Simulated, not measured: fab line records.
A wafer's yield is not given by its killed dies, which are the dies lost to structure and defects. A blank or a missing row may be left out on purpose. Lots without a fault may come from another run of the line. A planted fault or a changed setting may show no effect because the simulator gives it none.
Comparing a struck lot with a sound one + flow nandHarc + 18 steps out of a route of 1302
Sound: these wafers, L194.1, L194.2, L194.5. Struck: wafers L192.1, L192.3, L192.6. Last of all comes the cause.
Order at every step that has rows: each side's tool, ch and its chambers, its first start. Under that, the readings that differ: sound wafers + struck wafers + difference of the means + sigmas: that difference in standard deviations of wafers without a fault.
alike: readings whose means differ by less than 2 such deviations, and words and numbers that are the same on both sides. not compared: withheld readings, readings that some wafer has no value for, bounds like >300 that may hide the same value, and numbers for which the record gives no deviation and whose values overlap.
Wherever a step has rows on one side only, a row that says differs or no value, or a row with sigmas, the two part there. When numbers do not overlap yet have no deviation, they are printed without sigmas and do not part them. A reading missing from all wafers of one side parts the sides only when that side holds two or more wafers.

NHARC_P_M2_PRE_CLEAN_32: time 12 s.
  sound on pecvd-03 ch 1,2, day 13 00:33; struck on pecvd-04 ch 0,2, day 11 17:28
  alike: heaterPowerW
NHARC_P_M2_DEP_33: deposits SiCN, target thk 30 nm.
  sound on pecvd-03 ch 1,2, day 13 00:38; struck on pecvd-04 ch 0,2, day 11 17:35
  alike: heaterPowerW
NHARC_P_BONDPAD_DEP_00: deposits SiCN, target thk 250 nm.
  sound on pecvd-04 ch 0,1,2, day 13 01:02; struck on pecvd-03 ch 0,2, day 11 17:57
  alike: heaterPowerW
NHARC_P_BONDPAD_CMP_32: polishes SiCN, target thk 200 nm.
  sound on cmp-01 ch 0,1,2, day 13 01:29; struck on cmp-04 ch 0,3, day 11 18:22
  alike: motorCurrentA
NHARC_P_BONDPAD_THK_MEAS_33: measures by ellipsometry.
  sound on filmMetro-01 at day 13 01:42; struck on filmMetro-01 at day 11 18:37
  alike: thkNm
then, 7 steps without rows for these wafers: NHARC_P_BONDPAD_SRD_34; NHARC_P_BONDPAD_DEHYDRATE_01 (time 120 s); NHARC_P_BONDPAD_HMDS_02 (time 30 s); NHARC_P_BONDPAD_COAT_36 (time 65 s); NHARC_P_BONDPAD_COAT_03 (resist thk 600 nm); NHARC_P_BONDPAD_SOFTBAKE_04 (time 70 s); NHARC_P_BONDPAD_EBR_05.
NHARC_P_BONDPAD_EXPOSE_06: exposes mask P BPAD.
  sound on krfScanner-04 ch 0, day 13 02:07; struck on krfScanner-03 ch 0, day 11 19:02
| reading           | sound             | struck            | difference | sigmas      |
|-------------------|-------------------|-------------------|------------|-------------|
| exposureDoseMJCm2 | 37.04 37.02 37.02 | 47.25 47.27 47.31 | +10.25     | +99 or more |
  alike: mask
then, 2 steps without rows for these wafers: NHARC_P_BONDPAD_PEB_07 (peb time 80 s); NHARC_P_BONDPAD_DEVELOP_08 (time 50 s).
NHARC_P_BONDPAD_CD_MEAS_09: target cd 500 nm.
  sound on cdSem-03 ch 0, day 13 02:16; struck on cdSem-03 ch 0, day 11 19:11
| reading   | sound             | struck            | difference | sigmas |
|-----------|-------------------|-------------------|------------|--------|
| cdNm (nm) | 499.0 500.0 500.0 | 506.8 506.2 506.0 | +6.7       | +4     |
NHARC_P_BONDPAD_OVL_MEAS_38:
  sound on overlay-01 at day 13 02:22; struck on overlay-02 at day 11 19:17
| reading         | sound    | struck | difference | sigmas |
|-----------------|----------|--------|------------|--------|
| overlayXNm (nm) | -9 -9 -9 | 5 4 5  | +14        | +3     |
  alike: overlayYNm
-- the record jumps here: 18 days lie between the struck wafers' starts before and after (it left off in module P_BONDPAD and takes up again in module END, whose first step shown is number 1302 of the route) --
NHARC_END_SORT_01:
  sound on prober-01 ch 0, day 30 12:13; struck on prober-02 ch 0, day 29 18:49
| reading                | sound          | struck         | difference | sigmas |
|------------------------|----------------|----------------|------------|--------|
| defectLimitedYield (%) | 92.0 93.2 92.5 | 89.5 85.7 86.7 | -5.3       | -2     |
| killedDies             | 54 46 51       | 71 97 90       | +36        | +2     |
| sort_bin_2_pct (%)     | 3.2 2.4 2.7    | 5.8 5.9 4.4    | +2.6       | +2     |
| sortNPass              | 623 631 626    | 606 580 587    | -36        | -2     |
| sortYieldPct (%)       | 92.0 93.2 92.5 | 89.5 85.7 86.7 | -5.3       | -2     |
  alike: killedAtArray, killedAtOther, killedAtPeriphery, killedOpen, killedShort, sort_bin_3_pct, sort_bin_4_pct, sortRimYieldPct

## WHERE THEY PART
First at NHARC_P_BONDPAD_EXPOSE_06; last, within this record, at NHARC_END_SORT_01.

WHY: the cause the simulator had injected
Process parameter drift: krfScanner-03, from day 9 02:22 on, at NHARC_P_BONDPAD_EXPOSE_06. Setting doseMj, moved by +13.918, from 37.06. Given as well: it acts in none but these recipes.
